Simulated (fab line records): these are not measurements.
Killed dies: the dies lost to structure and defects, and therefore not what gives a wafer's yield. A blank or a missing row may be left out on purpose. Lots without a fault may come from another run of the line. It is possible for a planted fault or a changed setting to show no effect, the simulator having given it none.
fab line records ; flow nand-harc
record lots=11; wafers=33; last-day=23
route steps=1159 shown P_GATE@205 P_M0@261 END@1159
lots with no fault: from the same line, run without faults
start-h: hours from the record's opening day to when the first of the lot's shown wafers began ; wait-h: how many hours have passed since the lot's step before this one ; " the same as in the row above ; L1.1+2: several wafers, shown together as one row ; - no value, or no start given ; * or withheld: withheld ; < > ~ a bound
route shown NAME@n: a module of which the file shows steps, and the number in the route of the first ; usual: the fault-free wafers' mean and standard deviation ; same: alike in all rows ; chamber/n: place in a boat ; sites: the reading at each site ; _std_site: standard deviation across them ; _edge_site: outer sites' mean less inner sites' ; radius-mm: how far each site lies from the wafer's centre ; mask NAME#n: copy n ; behind: tool/chamber where the wafer was last shaped ; hold: why the lot went on hold/how many hours it stayed there/how the hold came to an end ; device: which transistor (n, p or np) failed to switch ; end of line: tests run on the same wafers once the route is complete ; where a step has no rows: the recipe by itself ; killed: dies lost to structure and defects at the first sort, not the wafer's yield ; map: per-die view of a wafer (x killed, . not killed, _ where there is no die)
set.NAME: the setting the step ran with; set.NAME@STEP: the setting that earlier step ran with ; model.NAME: the simulator's own value behind a step, which no gauge read
a sample of lots followed through the steps of the route, with each step as a table and each wafer as a row
services: from which hour (start-h, from the record's first day; less than 0 if before it) a tool's chamber was out of use, for how many hours, and why
## steps
# step NHARC_P_GATE_STRIP_95
# recipe power-w=1500; temp-c=250; chemistry=O2
# usual drypump-motor-current-A=6.1/0.33; heater-power-w=334/31
lot.wafer;tool;chamber;start-h;wait-h;drypump-motor-current-A;heater-power-w;rf-hours-counter-h
L663.2;plasma-asher-02;1;117.65;0.6;6.2;328;38
L663.4;plasma-asher-02;1;117.65;0.6;6.3;331;-
L663.5;plasma-asher-02;0;117.65;0.6;5.6;301;-
L666.1;plasma-asher-02;1;136.68;0.6;6.2;333;44
L666.3;plasma-asher-02;0;136.68;0.6;5.6;309;-
L666.6;plasma-asher-02;1;136.68;0.6;6.2;333;-
L664.1;plasma-asher-02;0;137.46;0.6;5.6;304;45
L664.2;plasma-asher-02;1;137.46;0.6;6.3;326;45
L664.6;plasma-asher-02;1;137.46;0.6;6.2;326;-
L667.1;plasma-asher-01;1;148.64;0.6;6.5;396;15
L667.2;plasma-asher-01;0;148.64;0.6;6.0;343;15
L667.4;plasma-asher-01;0;148.64;0.6;6.0;350;-
L668.1;plasma-asher-01;1;153.50;0.6;6.5;388;17
L668.4;plasma-asher-01;1;153.50;0.6;6.5;392;-
L668.5;plasma-asher-01;1;153.50;0.6;6.5;388;-
L669.2;plasma-asher-02;0;154.08;0.5;5.6;304;51
L669.3;plasma-asher-02;1;154.08;0.5;6.2;325;-
L669.6;plasma-asher-02;1;154.08;0.5;6.3;335;-
L670.2;plasma-asher-02;1;169.32;0.6;6.3;327;56
L670.1;plasma-asher-02;0;169.32;0.6;5.7;299;56
L670.5;plasma-asher-02;0;169.32;0.6;5.6;301;-
L673.2;plasma-asher-01;1;181.11;0.6;6.5;392;27
L673.1;plasma-asher-01;0;181.11;0.6;6.0;328;27
L673.4;plasma-asher-01;1;181.11;0.6;6.5;383;-
L674.4;plasma-asher-02;1;181.32;0.4;6.2;326;-
L674.3;plasma-asher-02;0;181.32;0.4;5.6;298;-
L674.5;plasma-asher-02;1;181.32;0.4;6.2;320;-
L675.2;plasma-asher-02;1;200.13;0.6;6.2;319;4
L675.4;plasma-asher-02;1;200.13;0.6;6.2;321;-
L675.6;plasma-asher-02;1;200.13;0.6;6.3;314;-
L677.2;plasma-asher-02;1;208.10;0.6;6.2;312;8
L677.1;plasma-asher-02;0;208.10;0.6;5.6;309;8
L677.5;plasma-asher-02;0;208.10;0.6;5.6;303;-
# step NHARC_P_M0_PEB_07
# recipe peb-temp-c=100; peb-time-s=65
# usual exhaust-pa=45.1/0.86; heater-power-total-W=156.6/0.43; plate-temp-C=100.01/0.13
# same peb-time-s=65
lot.wafer;tool;chamber;start-h;wait-h;exhaust-pa;heater-power-total-W;plate-temp-C
L663.2;litho-track-04;0;125.07;0.1;45.7;156.2;99.82
L663.4;litho-track-04;0;125.07;0.1;46.2;156.2;99.98
L663.5;litho-track-04;0;125.07;0.1;44.1;157.1;99.92
L666.1;litho-track-06;0;144.26;0.1;46.1;156.4;99.76
L666.3;litho-track-06;0;144.26;0.1;46.5;156.5;99.84
L666.6;litho-track-06;0;144.26;0.1;45.5;156.1;99.86
L664.1;litho-track-01;0;145.04;0.1;46.1;156.1;100.02
L664.2;litho-track-01;0;145.04;0.1;43.8;157.1;100.13
L664.6;litho-track-01;0;145.04;0.1;44.1;156.3;100.17
L667.1;litho-track-01;0;159.94;0.1;44.7;157.2;99.98
L667.2;litho-track-01;0;159.94;0.1;46.3;156.1;99.97
L667.4;litho-track-01;0;159.94;0.1;45.5;156.6;100.15
L668.1;litho-track-06;0;168.20;0.1;44.1;157.1;100.00
L668.4;litho-track-06;0;168.20;0.1;44.0;156.5;100.06
L668.5;litho-track-06;0;168.20;0.1;44.2;156.5;100.03
L669.2;litho-track-04;0;168.86;0.1;44.2;156.7;100.13
L669.3;litho-track-04;0;168.86;0.1;44.7;156.4;99.87
L669.6;litho-track-04;0;168.86;0.1;45.0;155.9;99.90
L670.1;litho-track-01;0;177.05;0.1;44.3;156.3;99.98
L670.2;litho-track-01;0;177.05;0.1;45.6;157.2;99.89
L670.5;litho-track-01;0;177.05;0.1;46.6;156.6;99.99
L673.1;litho-track-01;0;190.89;0.1;45.3;156.5;99.85
L673.2;litho-track-01;0;190.89;0.1;45.3;156.9;100.09
L673.4;litho-track-01;0;190.89;0.1;45.3;156.1;99.95
L674.3;litho-track-01;0;191.44;0.0;46.3;161.1;102.41
L674.4;litho-track-01;0;191.44;0.0;46.2;161.1;102.38
L674.5;litho-track-01;0;191.44;0.0;45.6;162.2;102.38
L675.2;litho-track-01;0;209.83;0.1;46.0;161.6;102.37
L675.4;litho-track-01;0;209.83;0.1;44.9;162.0;102.45
L675.6;litho-track-01;0;209.83;0.1;46.0;161.7;102.43
L677.1;litho-track-06;0;215.63;0.1;45.3;157.0;100.22
L677.2;litho-track-06;0;215.63;0.1;45.2;157.2;99.92
L677.5;litho-track-06;0;215.63;0.1;45.8;156.9;100.19
# step NHARC_P_M0_CD_MEAS_09
# recipe target-cd-nm=90; landing-energy-ev=500
# usual cd-nm=89.8/0.68
lot.wafer;tool;chamber;start-h;wait-h;cd-nm
L663.2;cd-sem-01;0;125.16;-;89.9
L663.4;cd-sem-01;0;125.16;-;91.5
L663.5;cd-sem-01;0;125.16;-;89.5
L666.1;cd-sem-02;0;144.34;-;89.8
L666.3;cd-sem-02;0;144.34;-;90.0
L666.6;cd-sem-02;0;144.34;-;90.2
L664.1;cd-sem-03;0;145.12;-;89.6
L664.2;cd-sem-03;0;145.12;-;90.2
L664.6;cd-sem-03;0;145.12;-;88.9
L667.1;cd-sem-02;0;160.02;-;88.9
L667.2;cd-sem-02;0;160.02;-;88.9
L667.4;cd-sem-02;0;160.02;-;90.3
L668.1;cd-sem-03;0;168.28;-;90.0
L668.4;cd-sem-03;0;168.28;-;90.8
L668.5;cd-sem-03;0;168.28;-;90.3
L669.2;cd-sem-01;0;168.94;-;90.9
L669.3;cd-sem-01;0;168.94;-;90.4
L669.6;cd-sem-01;0;168.94;-;90.0
L670.1;cd-sem-02;0;177.13;-;90.9
L670.2;cd-sem-02;0;177.13;-;90.4
L670.5;cd-sem-02;0;177.13;-;90.0
L673.1;cd-sem-01;0;190.97;-;89.4
L673.2;cd-sem-01;0;190.97;-;89.5
L673.4;cd-sem-01;0;190.97;-;89.0
L674.3;cd-sem-01;0;191.52;-;96.7
L674.4;cd-sem-01;0;191.52;-;97.5
L674.5;cd-sem-01;0;191.52;-;98.1
L675.2;cd-sem-02;0;209.91;-;98.9
L675.4;cd-sem-02;0;209.91;-;98.0
L675.6;cd-sem-02;0;209.91;-;97.8
L677.1;cd-sem-03;0;215.71;-;89.6
L677.2;cd-sem-03;0;215.71;-;89.3
L677.5;cd-sem-03;0;215.71;-;89.0
# step NHARC_P_M0_STRIP_18
# recipe power-w=1000; n2-flow-sccm=150; h2-flow-sccm=150; ar-flow-sccm=0; bias-w=0; chemistry=N2/H2
# usual drypump-motor-current-A=5.7/0.38; h2-flow-sccm=150.0/0.5; oes-product-au=1.000/0.011; rf-fwd-power-W=997/3.2; rf-vpp-V=90.6/0.93; showerhead-plenum-p-Torr=2.02/0.096; throttle-valve-pct=14.172/0.0094
lot.wafer;tool;chamber;start-h;wait-h;drypump-motor-current-A;h2-flow-sccm;oes-product-au;rf-fwd-power-W;rf-hours-counter-h;rf-vpp-V;showerhead-plenum-p-Torr;throttle-valve-pct
L663.2;rie-diel-09;2;125.73;0.1;5.2;149.9;0.998;1001;3.2;90.4;2.15;14.165
L663.4;rie-diel-09;0;125.73;0.1;6.3;150.6;0.993;996;4.0;89.7;1.95;14.171
L663.5;rie-diel-09;3;125.73;0.1;5.6;150.8;0.993;1003;-;89.7;1.97;14.176
L666.3;rie-diel-09;1;144.94;0.1;6.4;150.1;0.981;996;4.9;90.4;2.16;14.166
L666.1;rie-diel-09;2;144.94;0.1;5.2;150.6;1.001;997;4.6;90.2;2.15;14.162
L666.6;rie-diel-09;2;144.94;0.1;5.2;150.8;1.010;995;-;90.8;2.15;14.185
L664.2;rie-diel-07;2;145.68;0.1;5.6;150.0;1.010;998;5.8;89.2;2.01;14.167
L664.1;rie-diel-07;0;145.68;0.1;5.7;149.7;1.006;995;5.4;89.8;1.94;14.175
L664.6;rie-diel-07;2;145.68;0.1;5.6;149.8;1.015;996;-;89.7;2.00;14.145
L667.2;rie-diel-07;2;160.65;0.1;5.6;149.9;1.018;994;6.1;90.7;2.01;14.168
L667.1;rie-diel-07;3;160.65;0.1;5.9;149.8;1.002;992;5.9;91.3;1.92;14.177
L667.4;rie-diel-07;0;160.65;0.1;5.7;150.3;1.015;992;-;89.7;1.94;14.164
L668.4;rie-diel-09;3;168.84;0.1;5.6;150.7;1.006;994;6.7;90.6;1.96;14.165
L668.1;rie-diel-09;2;168.84;0.1;5.2;149.5;1.007;993;6.1;91.7;2.15;14.160
L668.5;rie-diel-09;0;168.84;0.1;6.3;149.9;1.003;1000;-;91.4;1.95;14.177
L669.3;rie-diel-09;0;169.55;0.1;6.3;150.3;0.996;994;7.3;91.4;1.95;14.186
L669.2;rie-diel-09;1;169.55;0.1;6.4;150.5;0.983;997;6.6;90.6;2.16;14.193
L669.6;rie-diel-09;2;169.55;0.1;5.2;150.7;1.000;996;-;90.5;2.15;14.169
L670.1;rie-diel-07;3;177.74;0.1;5.9;149.6;1.000;1002;7.5;89.6;1.92;14.189
L670.2;rie-diel-07;0;177.74;0.1;5.6;150.7;1.009;998;7.4;91.5;1.94;14.184
L670.5;rie-diel-07;2;177.74;0.1;5.6;150.4;1.011;999;-;91.5;2.00;14.183
L673.4;rie-diel-02;1;191.53;0.1;6.2;149.3;0.988;998;0.9;91.0;1.91;14.162
L673.2;rie-diel-02;2;191.53;0.1;5.5;149.2;1.012;994;1.1;92.3;2.15;14.169
L673.1;rie-diel-02;0;191.53;0.1;5.0;150.3;1.001;1003;0.9;89.8;1.94;14.169
L674.4;rie-diel-07;3;192.07;0.1;5.9;150.1;1.004;994;7.9;88.7;1.92;14.166
L674.3;rie-diel-07;0;192.07;0.1;5.6;149.7;1.006;996;7.7;91.0;1.94;14.156
L674.5;rie-diel-07;0;192.07;0.1;5.6;149.8;1.013;997;-;90.1;1.94;14.182
L675.4;rie-diel-02;3;210.49;0.1;5.4;149.4;0.997;993;2.1;90.3;2.01;14.166
L675.2;rie-diel-02;1;210.49;0.1;6.2;150.4;0.972;998;2.4;90.6;1.91;14.174
L675.6;rie-diel-02;3;210.49;0.1;5.4;150.3;0.999;995;-;89.6;2.01;14.160
L677.2;rie-diel-09;3;216.32;0.1;5.5;149.3;0.991;999;10.7;90.0;1.96;14.193
L677.1;rie-diel-09;0;216.32;0.1;6.3;149.6;0.999;998;10.8;88.4;1.95;14.165
L677.5;rie-diel-09;1;216.32;0.1;6.4;149.7;0.979;1002;-;91.5;2.16;14.183
# step NHARC_P_M0_THK_MEAS_24
# recipe thk-meas-gauge=xrf
# usual thk-nm=117.4/1.7
lot.wafer;tool;chamber;start-h;wait-h;thk-nm
L663.2;film-metro-01;-;127.72;-;118.3
L663.4;film-metro-01;-;127.72;-;118.4
L663.5;film-metro-01;-;127.72;-;118.7
L666.1;film-metro-01;-;146.90;-;112.6
L666.3;film-metro-01;-;146.90;-;117.5
L666.6;film-metro-01;-;146.90;-;115.5
L664.1;film-metro-02;-;147.62;-;116.4
L664.2;film-metro-02;-;147.62;-;114.1
L664.6;film-metro-02;-;147.62;-;118.5
L667.1;film-metro-01;-;162.67;-;116.1
L667.2;film-metro-01;-;162.67;-;118.0
L667.4;film-metro-01;-;162.67;-;116.4
L668.1;film-metro-02;-;170.78;-;115.6
L668.4;film-metro-02;-;170.78;-;113.6
L668.5;film-metro-02;-;170.78;-;117.6
L669.2;film-metro-02;-;171.45;-;114.9
L669.3;film-metro-02;-;171.45;-;114.4
L669.6;film-metro-02;-;171.45;-;118.4
L670.1;film-metro-02;-;179.63;-;117.8
L670.2;film-metro-02;-;179.63;-;118.2
L670.5;film-metro-02;-;179.63;-;115.6
L673.1;film-metro-02;-;194.34;-;117.8
L673.2;film-metro-02;-;194.34;-;117.6
L673.4;film-metro-02;-;194.34;-;118.5
L674.3;film-metro-02;-;194.64;-;118.7
L674.4;film-metro-02;-;194.64;-;122.4
L674.5;film-metro-02;-;194.64;-;119.4
L675.2;film-metro-02;-;212.42;-;116.3
L675.4;film-metro-02;-;212.42;-;119.1
L675.6;film-metro-02;-;212.42;-;119.8
L677.1;film-metro-02;-;218.22;-;115.8
L677.2;film-metro-02;-;218.22;-;118.2
L677.5;film-metro-02;-;218.22;-;116.6
# step NHARC_END_SORT_01
# recipe temp-c=25
# usual defect-limited-yield=95.4/1.5; killed-at-array=27/9.9; killed-at-other=0.6/0.84; killed-at-periphery=3.7/2.5; killed-dies=31/9.9; killed-open=3.0/1.6; killed-short=1.9/1.2; sort_bin_2_pct=1.5/0.6; sort_bin_3_pct=0.26/0.21; sort_bin_4_pct=2.9/0.98; sort-n-pass=646/9.9; sort-rim-yield-pct=96.3/2.4; sort-yield-pct=95.4/1.5
# same gross-dies=677; sort_bin_5_pct[%]=0; sort_bin_6_pct[%]=0; sort_bin_7_pct[%]=0; sort_bin_8_pct[%]=0; sort-rim-n-gross=106.00
lot.wafer;tool;chamber;start-h;wait-h;defect-limited-yield[%];killed-at-array;killed-at-other;killed-at-periphery;killed-dies;killed-open;killed-short;sort_bin_2_pct[%];sort_bin_3_pct[%];sort_bin_4_pct[%];sort-n-pass;sort-rim-yield-pct[%];sort-yield-pct[%]
L674.4;prober-01;0;527.44;3.4;94.8;30;1;4;35;2;0;1.6;0.44;3.1;642;96.2;94.8
L674.5;prober-01;0;528.23;3.7;93.6;39;0;4;43;2;2;2.5;0.74;3.1;634;96.2;93.6
# killed by level:class
L674.4 A_SLIT:chamber-film-flake=13 A_CONTACT:chamber-film-flake=6 A_CHANNEL_HOLE_D1:chamber-film-flake=5 A_STAIRCASE:chamber-film-flake=3 P_M0:area-peb=2 A_ONON_D1:geometric-particle:open=1 A_M0:geometric-particle:open=1 P_STI:chamber-film-flake=1
L674.5 A_CHANNEL_HOLE_D1:chamber-film-flake=15 A_SLIT:chamber-film-flake=13 P_M0:area-peb=3 A_STAIRCASE:chamber-film-flake=2 A_BLC:chamber-film-flake=2 A_ONON_D1:geometric-particle:short=1 A_CHANNEL_FILL_D1:geometric-particle:open=1 A_CHANNEL_FILL_D1:geometric-particle:short=1
## services
tool;chamber;start-h;hours;kind
plasma-asher-01;-;99.00;9.0;pm
rie-diel-02;3;101.31;7.3;repair
rie-diel-09;0;110.60;-;clean
rie-diel-09;1;110.60;-;clean
rie-diel-09;2;110.60;-;clean
rie-diel-09;3;110.60;-;clean
rie-diel-07;0;114.08;3.7;repair
litho-track-06;-;117.00;7.0;pm
rie-diel-09;0;135.19;-;clean
rie-diel-09;1;135.19;-;clean
rie-diel-09;2;135.19;-;clean
litho-track-04;-;141.00;7.0;pm
rie-diel-02;-;150.71;9.0;pm
rie-diel-07;1;157.23;8.4;repair
plasma-asher-02;-;183.00;9.0;pm
plasma-asher-02;0;183.00;9.0;vent-cycle
plasma-asher-02;1;183.00;9.0;vent-cycle
rie-diel-09;2;185.09;3.5;repair
rie-diel-02;0;185.67;2.8;repair
plasma-asher-02;0;192.00;-;clean
plasma-asher-02;1;192.00;-;clean
plasma-asher-02;-;192.79;2.4;repair
plasma-asher-01;-;197.17;9.4;repair
rie-diel-09;1;206.67;8.8;repair
## key
first-sign step=NHARC_P_M0_PEB_07; reading=plate-temp-C; direction=up; sigmas=18; usual=*; struck=*
effect step=NHARC_P_M0_PEB_07; reading=heater-power-total-W; direction=up; sigmas=12; usual=*; struck=*
effect step=NHARC_P_M0_CD_MEAS_09; reading=cd-nm; direction=up; sigmas=12; usual=89.8; struck=97.8
met-at NHARC_P_M0_PEB_07
struck-lots L674,L675
sort-left-out L675.2,L675.4,L675.6
not-acting-at NHARC_P_GATE_STRIP_95,NHARC_P_M0_STRIP_18,NHARC_P_M0_THK_MEAS_24
onset-between 190.89 191.44
fault kind=process-parameter-drift; tool=litho-track-01; chamber=-; onset-h=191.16; steps=NHARC_P_M0_PEB_07; channel=peb-temp-c; offset=*; shape=step; end-h=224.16; acts-in=*; stated=*
# sort-left-out: the simulated sort isn't trusted on such a fault, so these wafers' sort isn't shown, and their yield isn't known
